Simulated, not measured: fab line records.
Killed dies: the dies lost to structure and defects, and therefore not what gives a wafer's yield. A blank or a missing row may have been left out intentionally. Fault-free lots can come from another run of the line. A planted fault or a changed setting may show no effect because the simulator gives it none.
Chamber matching || flow nandHarc || NHARC_A_STAIRCASE_TRIM_229 on rieDiel-09 has 4 sister chambers
The step chemistry O2, time 211.2 s. 15 wafers are shown with their chamber, then 7 later ones without.

WAFERS PAIRED WITH THEIR CHAMBERS
{"wafer": "L551.1", "chamber": 0, "showerheadPlenumPTorr (Torr)": 3.36, "drypumpMotorCurrentA (A)": 4.8, "oesProductAu (a.u.)": 0.994}
{"wafer": "L551.4", "chamber": 1, "showerheadPlenumPTorr (Torr)": 3.81, "drypumpMotorCurrentA (A)": 5.4, "oesProductAu (a.u.)": 0.997}
{"wafer": "L551.5", "chamber": 0, "showerheadPlenumPTorr (Torr)": 3.36, "drypumpMotorCurrentA (A)": 4.8, "oesProductAu (a.u.)": 0.999}
{"wafer": "L552.4", "chamber": 0, "showerheadPlenumPTorr (Torr)": 3.36, "drypumpMotorCurrentA (A)": 4.8, "oesProductAu (a.u.)": 0.996}
{"wafer": "L552.5", "chamber": 3, "showerheadPlenumPTorr (Torr)": 3.56, "drypumpMotorCurrentA (A)": 5.2, "oesProductAu (a.u.)": 1.008}
{"wafer": "L552.6", "chamber": 2, "showerheadPlenumPTorr (Torr)": 3.56, "drypumpMotorCurrentA (A)": 5.3, "oesProductAu (a.u.)": 0.993}
{"wafer": "L554.2", "chamber": 3, "showerheadPlenumPTorr (Torr)": 3.55, "drypumpMotorCurrentA (A)": 5.2, "oesProductAu (a.u.)": 1.013}
{"wafer": "L554.3", "chamber": 0, "showerheadPlenumPTorr (Torr)": 3.35, "drypumpMotorCurrentA (A)": 4.9, "oesProductAu (a.u.)": 0.994}
{"wafer": "L554.4", "chamber": 0, "showerheadPlenumPTorr (Torr)": 3.35, "drypumpMotorCurrentA (A)": 4.8, "oesProductAu (a.u.)": 0.991}
{"wafer": "L556.3", "chamber": 1, "showerheadPlenumPTorr (Torr)": 3.80, "drypumpMotorCurrentA (A)": 5.4, "oesProductAu (a.u.)": 0.997}
{"wafer": "L556.5", "chamber": 1, "showerheadPlenumPTorr (Torr)": 3.80, "drypumpMotorCurrentA (A)": 5.4, "oesProductAu (a.u.)": 1.004}
{"wafer": "L556.6", "chamber": 2, "showerheadPlenumPTorr (Torr)": 3.56, "drypumpMotorCurrentA (A)": 5.3, "oesProductAu (a.u.)": 0.984}
{"wafer": "L559.2", "chamber": 3, "showerheadPlenumPTorr (Torr)": 3.54, "drypumpMotorCurrentA (A)": 5.2, "oesProductAu (a.u.)": 1.004}
{"wafer": "L559.4", "chamber": 2, "showerheadPlenumPTorr (Torr)": 3.55, "drypumpMotorCurrentA (A)": 5.3, "oesProductAu (a.u.)": 0.999}
{"wafer": "L559.6", "chamber": 2, "showerheadPlenumPTorr (Torr)": 3.55, "drypumpMotorCurrentA (A)": 5.3, "oesProductAu (a.u.)": 0.998}

SIGNATURES (means of the wafers above)
{"reading": "showerheadPlenumPTorr", "chamber 0": 3.3560, "chamber 1": 3.8033, "chamber 2": 3.5550, "chamber 3": 3.5500, "scatter within a chamber": 0.00665}
{"reading": "drypumpMotorCurrentA", "chamber 0": 4.820, "chamber 1": 5.400, "chamber 2": 5.300, "chamber 3": 5.200, "scatter within a chamber": 0.027}
{"reading": "oesProductAu", "chamber 0": 0.99480, "chamber 1": 0.99933, "chamber 2": 0.99350, "chamber 3": 1.00833, "scatter within a chamber": 0.00476}
Rule: a wafer lies at a distance from a chamber equal to the root of the sum of squares, over the readings, of (its reading less the chamber's mean, divided by the reading's scatter). The wafer belongs to the nearest chamber; if the next one is less than 2 further off, it can't be placed. The scatter: take each reading less its chamber's mean, square it, sum over the shown wafers, divide by the number of wafers less the number of chambers, and take the root.

WAFERS WITHOUT THEIR CHAMBER
{"wafer": "L558.4", "showerheadPlenumPTorr (Torr)": 3.80, "drypumpMotorCurrentA (A)": 5.4, "oesProductAu (a.u.)": 0.990}
{"wafer": "L558.5", "showerheadPlenumPTorr (Torr)": 3.35, "drypumpMotorCurrentA (A)": 4.8, "oesProductAu (a.u.)": 0.993}
{"wafer": "L558.6", "showerheadPlenumPTorr (Torr)": 3.54, "drypumpMotorCurrentA (A)": 5.2, "oesProductAu (a.u.)": 1.010}
{"wafer": "L562.3", "showerheadPlenumPTorr (Torr)": 3.80, "drypumpMotorCurrentA (A)": 5.4, "oesProductAu (a.u.)": 0.997}
{"wafer": "L562.6", "showerheadPlenumPTorr (Torr)": 3.55, "drypumpMotorCurrentA (A)": 5.3, "oesProductAu (a.u.)": 0.991}
{"wafer": "L566.2", "showerheadPlenumPTorr (Torr)": 3.53, "drypumpMotorCurrentA (A)": 5.2, "oesProductAu (a.u.)": 1.002}
{"wafer": "L566.5", "showerheadPlenumPTorr (Torr)": 3.79, "drypumpMotorCurrentA (A)": 5.4, "oesProductAu (a.u.)": 1.001}

THE CHAMBER EACH PASSED THROUGH
{"wafer": "L558.4", "from the rows above": 1, "in truth": 1}
{"wafer": "L558.5", "from the rows above": 0, "in truth": 0}
{"wafer": "L558.6", "from the rows above": 3, "in truth": 3}
{"wafer": "L562.3", "from the rows above": 1, "in truth": 1}
{"wafer": "L562.6", "from the rows above": 2, "in truth": 2}
{"wafer": "L566.2", "from the rows above": 3, "in truth": 3}
{"wafer": "L566.5", "from the rows above": 1, "in truth": 1}
7 of 7 placed correctly. Left unplaced by these rows: 0. Wrongly placed: 0.
